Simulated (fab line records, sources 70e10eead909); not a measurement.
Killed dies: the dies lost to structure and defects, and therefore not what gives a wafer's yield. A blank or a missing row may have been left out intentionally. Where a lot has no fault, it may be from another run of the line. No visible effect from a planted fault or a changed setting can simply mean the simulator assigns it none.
Which tool is to blame? || flow nand_harc || 13 lots, 39 wafers sampled, at 5 steps of a route of 1302

## WHAT EACH GAUGE READ, for each wafer
NHARC_THIN_TSV_CD_MEAS_12: the cd target is 1000 nm. Usual: cd_nm reads 999 nm (standard deviation 3.6).
{"lot": "L900", "measured": "day 23 11:38", "on": "cd_sem-02", "cd_nm (nm)": "1005 998 1000", "flag": ""}
{"lot": "L902", "measured": "day 24 05:31", "on": "cd_sem-02", "cd_nm (nm)": "1003 1004 1003", "flag": ""}
{"lot": "L903", "measured": "day 26 06:31", "on": "cd_sem-02", "cd_nm (nm)": "999 1002 1001", "flag": ""}
{"lot": "L905", "measured": "day 26 07:52", "on": "cd_sem-01", "cd_nm (nm)": "992 1001 994", "flag": ""}
{"lot": "L904", "measured": "day 26 09:04", "on": "cd_sem-01", "cd_nm (nm)": "998 1001 998", "flag": ""}
{"lot": "L906", "measured": "day 26 18:43", "on": "cd_sem-02", "cd_nm (nm)": "997 996 997", "flag": ""}
{"lot": "L910", "measured": "day 27 16:56", "on": "cd_sem-03", "cd_nm (nm)": "1003 1002 998", "flag": ""}
{"lot": "L917", "measured": "day 30 21:35", "on": "cd_sem-01", "cd_nm (nm)": "998 1003 1002", "flag": ""}
{"lot": "L918", "measured": "day 30 23:14", "on": "cd_sem-01", "cd_nm (nm)": "997 1001 999", "flag": ""}
{"lot": "L919", "measured": "day 31 09:04", "on": "cd_sem-01", "cd_nm (nm)": "995 994 1001", "flag": ""}
{"lot": "L920", "measured": "day 31 17:22", "on": "cd_sem-01", "cd_nm (nm)": "993 1002 996", "flag": ""}
{"lot": "L921", "measured": "day 32 18:23", "on": "cd_sem-03", "cd_nm (nm)": "999 997 997", "flag": ""}
{"lot": "L922", "measured": "day 32 19:35", "on": "cd_sem-01", "cd_nm (nm)": "998 997 1000", "flag": ""}

NHARC_THIN_TSV_CD_MEAS_16. Usual: cd_nm reads 999 nm (standard deviation 3.8).
{"lot": "L900", "measured": "day 23 12:36", "on": "cd_sem-02", "cd_nm (nm)": "1004 997 999", "flag": ""}
{"lot": "L902", "measured": "day 24 06:29", "on": "cd_sem-02", "cd_nm (nm)": "1003 1005 1001", "flag": ""}
{"lot": "L903", "measured": "day 26 07:30", "on": "cd_sem-01", "cd_nm (nm)": "1000 1001 1001", "flag": ""}
{"lot": "L905", "measured": "day 26 08:49", "on": "cd_sem-02", "cd_nm (nm)": "993 1000 993", "flag": ""}
{"lot": "L904", "measured": "day 26 10:02", "on": "cd_sem-01", "cd_nm (nm)": "999 1000 999", "flag": ""}
{"lot": "L906", "measured": "day 26 19:40", "on": "cd_sem-02", "cd_nm (nm)": "997 996 997", "flag": ""}
{"lot": "L910", "measured": "day 27 17:54", "on": "cd_sem-01", "cd_nm (nm)": "1005 1001 998", "flag": ""}
{"lot": "L917", "measured": "day 30 22:32", "on": "cd_sem-01", "cd_nm (nm)": "997 1004 1002", "flag": ""}
{"lot": "L918", "measured": "day 31 00:11", "on": "cd_sem-01", "cd_nm (nm)": "999 1000 1000", "flag": ""}
{"lot": "L919", "measured": "day 31 10:01", "on": "cd_sem-02", "cd_nm (nm)": "996 994 1000", "flag": ""}
{"lot": "L920", "measured": "day 31 18:19", "on": "cd_sem-02", "cd_nm (nm)": "993 1002 994", "flag": ""}
{"lot": "L921", "measured": "day 32 19:20", "on": "cd_sem-01", "cd_nm (nm)": "999 998 995", "flag": ""}
{"lot": "L922", "measured": "day 32 20:33", "on": "cd_sem-02", "cd_nm (nm)": "998 996 999", "flag": ""}

NHARC_END_SORT_01. Usual: killed_at_array 55, standard deviation 17; killed_at_other 0.9, standard deviation 1.2; killed_at_periphery 3.7, standard deviation 2.5; killed_dies 59, standard deviation 18; killed_open 3.4, standard deviation 1.9; killed_short 2.6, standard deviation 1.6.
{"lot": "L906", "measured": "day 28 00:06", "on": "prober-01", "killed_at_array": "78 128 127", "killed_at_other": "0 1 0", "killed_at_periphery": "4 2 2", "killed_dies": "82 131 129", "killed_open": "6 2 3", "killed_short": "2 2 6", "flag": "OFF"}

## TOOL THAT RAN EACH LOT (tool first, then ch and the chambers of the sampled wafers, then the start)
{"lot": "L900", "NHARC_A_WL_FILL_CVD_20": "cvd_w-02 ch 0,1, day 20 16:13", "NHARC_THIN_TSV_ETCH_15": "rie_si-04 ch 1,2, day 23 12:28"}
{"lot": "L902", "NHARC_A_WL_FILL_CVD_20": "cvd_w-01 ch 1, day 21 09:44", "NHARC_THIN_TSV_ETCH_15": "rie_si-04 ch 1,2, day 24 06:20"}
{"lot": "L903", "NHARC_A_WL_FILL_CVD_20": "cvd_w-02 ch 0,1, day 22 15:26", "NHARC_THIN_TSV_ETCH_15": "rie_si-05 ch 1,2, day 26 07:20"}
{"lot": "L905", "NHARC_A_WL_FILL_CVD_20": "cvd_w-01 ch 0,1, day 22 15:29", "NHARC_THIN_TSV_ETCH_15": "rie_si-04 ch 0,1, day 26 08:40"}
{"lot": "L904", "NHARC_A_WL_FILL_CVD_20": "cvd_w-01 ch 0,1, day 23 00:25", "NHARC_THIN_TSV_ETCH_15": "rie_si-05 ch 1,2, day 26 09:52"}
{"lot": "L906", "NHARC_A_WL_FILL_CVD_20": "cvd_w-02 ch 0,1, day 24 01:42", "NHARC_THIN_TSV_ETCH_15": "rie_si-04 ch 0,1, day 26 19:32"}
{"lot": "L910", "NHARC_A_WL_FILL_CVD_20": "cvd_w-01 ch 0, day 25 03:24", "NHARC_THIN_TSV_ETCH_15": "rie_si-04 ch 1,2,3, day 27 17:45"}
{"lot": "L917", "NHARC_A_WL_FILL_CVD_20": "cvd_w-02 ch 0,1, day 27 20:01", "NHARC_THIN_TSV_ETCH_15": "rie_si-02 ch 0,2, day 30 22:24"}
{"lot": "L918", "NHARC_A_WL_FILL_CVD_20": "cvd_w-01 ch 0,1, day 28 06:53", "NHARC_THIN_TSV_ETCH_15": "rie_si-05 ch 0,1,3, day 31 00:05"}
{"lot": "L919", "NHARC_A_WL_FILL_CVD_20": "cvd_w-01 ch 0,1, day 28 19:03", "NHARC_THIN_TSV_ETCH_15": "rie_si-02 ch 1,2, day 31 09:52"}
{"lot": "L920", "NHARC_A_WL_FILL_CVD_20": "cvd_w-01 ch 0,1, day 29 06:53", "NHARC_THIN_TSV_ETCH_15": "rie_si-02 ch 1,2,3, day 31 18:11"}
{"lot": "L921", "NHARC_A_WL_FILL_CVD_20": "cvd_w-02 ch 0,1, day 30 03:21", "NHARC_THIN_TSV_ETCH_15": "rie_si-05 ch 0,1,3, day 32 19:13"}
{"lot": "L922", "NHARC_A_WL_FILL_CVD_20": "cvd_w-02 ch 0,1, day 30 03:32", "NHARC_THIN_TSV_ETCH_15": "rie_si-02 ch 0,1, day 32 20:24"}
- NHARC_A_WL_FILL_CVD_20: deposits W, target thk 100 nm, time 74 s.
- NHARC_THIN_TSV_ETCH_15: target depth 3000 nm, bosch target overetch cycles 2, bosch etch step 2.8 s.

## WHAT THE TOOLS THEMSELVES READ (means of the sampled wafers that have a number; where no wafer has one, the mark that the record gives instead)
NHARC_A_WL_FILL_CVD_20. Usual: heater_power_w 836 W, standard deviation 31; throttle_valve_pct 7.9 %, standard deviation 0.41.
{"lot": "L900", "tool": "cvd_w-02", "heater_power_w (W)": 803, "throttle_valve_pct (%)": 7.8, "flag": ""}
{"lot": "L902", "tool": "cvd_w-01", "heater_power_w (W)": 842, "throttle_valve_pct (%)": 7.8, "flag": ""}
{"lot": "L903", "tool": "cvd_w-02", "heater_power_w (W)": 817, "throttle_valve_pct (%)": 7.5, "flag": ""}
{"lot": "L905", "tool": "cvd_w-01", "heater_power_w (W)": 833, "throttle_valve_pct (%)": 8.1, "flag": ""}
{"lot": "L904", "tool": "cvd_w-01", "heater_power_w (W)": 834, "throttle_valve_pct (%)": 8.0, "flag": ""}
{"lot": "L906", "tool": "cvd_w-02", "heater_power_w (W)": 820, "throttle_valve_pct (%)": 7.8, "flag": ""}
{"lot": "L910", "tool": "cvd_w-01", "heater_power_w (W)": 872, "throttle_valve_pct (%)": 8.2, "flag": ""}
{"lot": "L917", "tool": "cvd_w-02", "heater_power_w (W)": 808, "throttle_valve_pct (%)": 7.6, "flag": ""}
{"lot": "L918", "tool": "cvd_w-01", "heater_power_w (W)": 850, "throttle_valve_pct (%)": 7.9, "flag": ""}
{"lot": "L919", "tool": "cvd_w-01", "heater_power_w (W)": 845, "throttle_valve_pct (%)": 8.0, "flag": ""}
{"lot": "L920", "tool": "cvd_w-01", "heater_power_w (W)": 849, "throttle_valve_pct (%)": 8.3, "flag": ""}
{"lot": "L921", "tool": "cvd_w-02", "heater_power_w (W)": 796, "throttle_valve_pct (%)": 7.9, "flag": ""}
{"lot": "L922", "tool": "cvd_w-02", "heater_power_w (W)": 802, "throttle_valve_pct (%)": 7.6, "flag": ""}

NHARC_THIN_TSV_ETCH_15. Usual: drypump_motor_current_A reads 5.6 A (standard deviation 0.39).
{"lot": "L900", "tool": "rie_si-04", "drypump_motor_current_A (A)": 5.9, "flag": ""}
{"lot": "L902", "tool": "rie_si-04", "drypump_motor_current_A (A)": 5.8, "flag": ""}
{"lot": "L903", "tool": "rie_si-05", "drypump_motor_current_A (A)": 6.0, "flag": ""}
{"lot": "L905", "tool": "rie_si-04", "drypump_motor_current_A (A)": 5.9, "flag": ""}
{"lot": "L904", "tool": "rie_si-05", "drypump_motor_current_A (A)": 6.0, "flag": ""}
{"lot": "L906", "tool": "rie_si-04", "drypump_motor_current_A (A)": 6.0, "flag": ""}
{"lot": "L910", "tool": "rie_si-04", "drypump_motor_current_A (A)": 5.7, "flag": ""}
{"lot": "L917", "tool": "rie_si-02", "drypump_motor_current_A (A)": 5.6, "flag": ""}
{"lot": "L918", "tool": "rie_si-05", "drypump_motor_current_A (A)": 5.4, "flag": ""}
{"lot": "L919", "tool": "rie_si-02", "drypump_motor_current_A (A)": 5.6, "flag": ""}
{"lot": "L920", "tool": "rie_si-02", "drypump_motor_current_A (A)": 5.5, "flag": ""}
{"lot": "L921", "tool": "rie_si-05", "drypump_motor_current_A (A)": 5.4, "flag": ""}
{"lot": "L922", "tool": "rie_si-02", "drypump_motor_current_A (A)": 5.3, "flag": ""}

## THE ANSWER, worked out from the rows above alone
Rule: take the mean of a lot's wafers that have a number; if it is more than 3 standard deviations from the usual mean, the lot is off. Also off: a lot with no number at a reading for which 4 or more lots have one. Where the step has rows for the other lots, those lots are counted as sound. Order of review: gauges by route order, followed by the tools' own readings, for which a lot's mean as printed above is used. At the first step where some lot is off, the reading lying furthest off is the one used; lots without a number count as furthest.
Off, at NHARC_END_SORT_01 on killed_at_array: L906. Neither off nor sound, because the step has no rows for them: L900, L902, L903, L905, L904, L910, L917, L918, L919, L920, L921, L922.
A tool fits if, at a process step before that reading, it ran every lot that is off, and no sound lot after the first of them. Gauges at NHARC_END_SORT_01: tried the same way as those tools. Can't be told from this: 3 tools fit, cvd_w-02 at NHARC_A_WL_FILL_CVD_20, rie_si-04 at NHARC_THIN_TSV_ETCH_15, prober-01 at NHARC_END_SORT_01.

## WHAT THE SIMULATOR HAD INSERTED
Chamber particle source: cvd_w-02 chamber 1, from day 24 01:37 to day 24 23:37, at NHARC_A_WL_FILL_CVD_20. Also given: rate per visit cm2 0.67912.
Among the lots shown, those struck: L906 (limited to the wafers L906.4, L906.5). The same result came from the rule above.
